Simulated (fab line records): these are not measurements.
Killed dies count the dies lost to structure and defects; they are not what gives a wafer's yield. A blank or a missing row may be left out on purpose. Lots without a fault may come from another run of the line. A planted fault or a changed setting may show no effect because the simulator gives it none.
Check of tool commonality || flow n5-finfet || Sample size 9 lots and 27 wafers

== WHAT PROMPTED THE OPENING ==
Of 9 lots, 2 have the reading RS_PWELL flagged at N5_BEOL_M4_RC_MEAS_101. Wafers without a fault read 3006 ohm/sq, standard deviation 23.
Rule: a lot is flagged when every wafer of it that has a number lies more than 4 standard deviations from that mean, or none has a number. The rest of the lots are taken to be sound.

{"lot": "L529", "measured": "day 8 00:16", "on": "prober-01", "RS_PWELL (ohm/sq), wafer by wafer": "3004 3019 2965", "flag": ""}
{"lot": "L533", "measured": "day 9 11:14", "on": "prober-01", "RS_PWELL (ohm/sq), wafer by wafer": "2986 3004 3009", "flag": ""}
{"lot": "L537", "measured": "day 9 14:26", "on": "prober-02", "RS_PWELL (ohm/sq), wafer by wafer": "2988 2992 3008", "flag": ""}
{"lot": "L538", "measured": "day 9 19:16", "on": "prober-02", "RS_PWELL (ohm/sq), wafer by wafer": "3002 3002 3006", "flag": ""}
{"lot": "L539", "measured": "day 9 23:08", "on": "prober-02", "RS_PWELL (ohm/sq), wafer by wafer": "3049 3017 3056", "flag": ""}
{"lot": "L545", "measured": "day 11 15:38", "on": "prober-01", "RS_PWELL (ohm/sq), wafer by wafer": "3171 3208 3196", "flag": "FLAGGED"}
{"lot": "L546", "measured": "day 12 04:47", "on": "prober-02", "RS_PWELL (ohm/sq), wafer by wafer": "3198 3212 3164", "flag": "FLAGGED"}
{"lot": "L547", "measured": "day 12 07:06", "on": "prober-01", "RS_PWELL (ohm/sq), wafer by wafer": "3020 3019 3010", "flag": ""}
{"lot": "L552", "measured": "day 13 18:34", "on": "prober-02", "RS_PWELL (ohm/sq), wafer by wafer": "2993 2979 2990", "flag": ""}
Average over the flagged lots: 3192 ohm/sq; offset from the usual +186 ohm/sq, equal to +8 standard deviations.

== EACH LOT AND THE TOOL IT RAN ON ==
2 process steps preceding the reading are held in the record, out of 1938 steps in the route. Each cell gives the tool, then ch followed by the chambers the sampled wafers passed through, then the start.
{"lot": "L529", "flag": "", "N5_ZERO_LAYER_DESCUM_16": "rie-diel-05 ch 1,2, day 1 12:48", "N5_WELL_APT_IMPLANT_31": "implanter-01 ch 0, day 1 15:04"}
{"lot": "L533", "flag": "", "N5_ZERO_LAYER_DESCUM_16": "rie-diel-01 ch 1,2,3, day 2 12:48", "N5_WELL_APT_IMPLANT_31": "implanter-02 ch 0, day 2 15:17"}
{"lot": "L537", "flag": "", "N5_ZERO_LAYER_DESCUM_16": "rie-diel-01 ch 1,2, day 3 12:50", "N5_WELL_APT_IMPLANT_31": "implanter-02 ch 0, day 3 15:14"}
{"lot": "L538", "flag": "", "N5_ZERO_LAYER_DESCUM_16": "rie-diel-05 ch 0,1,2, day 3 18:41", "N5_WELL_APT_IMPLANT_31": "implanter-01 ch 0, day 3 21:00"}
{"lot": "L539", "flag": "", "N5_ZERO_LAYER_DESCUM_16": "rie-diel-01 ch 2,3, day 4 00:59", "N5_WELL_APT_IMPLANT_31": "implanter-01 ch 0, day 4 03:28"}
{"lot": "L545", "flag": "FLAGGED", "N5_ZERO_LAYER_DESCUM_16": "rie-diel-01 ch 0,2,3, day 5 12:48", "N5_WELL_APT_IMPLANT_31": "implanter-01 ch 0, day 5 15:49"}
{"lot": "L546", "flag": "FLAGGED", "N5_ZERO_LAYER_DESCUM_16": "rie-diel-03 ch 0,2,3, day 5 18:43", "N5_WELL_APT_IMPLANT_31": "implanter-01 ch 0, day 5 21:16"}
{"lot": "L547", "flag": "", "N5_ZERO_LAYER_DESCUM_16": "rie-diel-03 ch 0,2,3, day 6 00:49", "N5_WELL_APT_IMPLANT_31": "implanter-02 ch 0, day 6 03:54"}
{"lot": "L552", "flag": "", "N5_ZERO_LAYER_DESCUM_16": "rie-diel-01 ch 0,1, day 7 06:49", "N5_WELL_APT_IMPLANT_31": "implanter-02 ch 0, day 7 08:59"}
These steps, and what they do:
- N5_ZERO_LAYER_DESCUM_16: chemistry O2, time 7.9 s.
- N5_WELL_APT_IMPLANT_31
- N5_BEOL_M4_RC_MEAS_101

== FLAGGED AGAINST TOTAL, ONE TOOL AT A TIME (gauges that did the reading follow at the end) ==
{"step": "N5_ZERO_LAYER_DESCUM_16", "tool": "rie-diel-01", "lots run": 5, "flagged": 1, "share of the flagged lots": "some", "sound lots run after its first flagged lot": "1 (L552)"}
{"step": "N5_ZERO_LAYER_DESCUM_16", "tool": "rie-diel-03", "lots run": 2, "flagged": 1, "share of the flagged lots": "some", "sound lots run after its first flagged lot": "1 (L547)"}
{"step": "N5_ZERO_LAYER_DESCUM_16", "tool": "rie-diel-05", "lots run": 2, "flagged": 0, "share of the flagged lots": "none", "sound lots run after its first flagged lot": "-"}
{"step": "N5_WELL_APT_IMPLANT_31", "tool": "implanter-01", "lots run": 5, "flagged": 2, "share of the flagged lots": "all", "sound lots run after its first flagged lot": 0}
{"step": "N5_WELL_APT_IMPLANT_31", "tool": "implanter-02", "lots run": 4, "flagged": 0, "share of the flagged lots": "none", "sound lots run after its first flagged lot": "-"}
{"step": "N5_BEOL_M4_RC_MEAS_101", "tool": "prober-01", "lots run": 4, "flagged": 1, "share of the flagged lots": "some", "sound lots run after its first flagged lot": "1 (L547)"}
{"step": "N5_BEOL_M4_RC_MEAS_101", "tool": "prober-02", "lots run": 5, "flagged": 1, "share of the flagged lots": "some", "sound lots run after its first flagged lot": "1 (L552)"}

== THE TABLE: WHAT IT ALLOWS ==
1 row of the table ran every flagged lot: implanter-01 at N5_WELL_APT_IMPLANT_31.
- implanter-01 at N5_WELL_APT_IMPLANT_31 ran 5 lots, 2 of them flagged. It ran its last sound lot, L539, at day 4 03:28 and its first flagged lot, L545, at day 5 15:49: a fault with its onset between the two fits. Its own readings (dose-ions-cm2) fall more than 4 standard deviations out on all wafers of the flagged lots.
implanter-01 at N5_WELL_APT_IMPLANT_31 is the single tool remaining.

== WHAT THE SIMULATOR PUT IN ==
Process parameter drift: implanter-01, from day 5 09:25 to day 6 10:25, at N5_WELL_APT_IMPLANT_31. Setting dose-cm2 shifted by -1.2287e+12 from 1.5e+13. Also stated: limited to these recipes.
Shown lots that were struck: L545, L546. Same finding as the rule above.
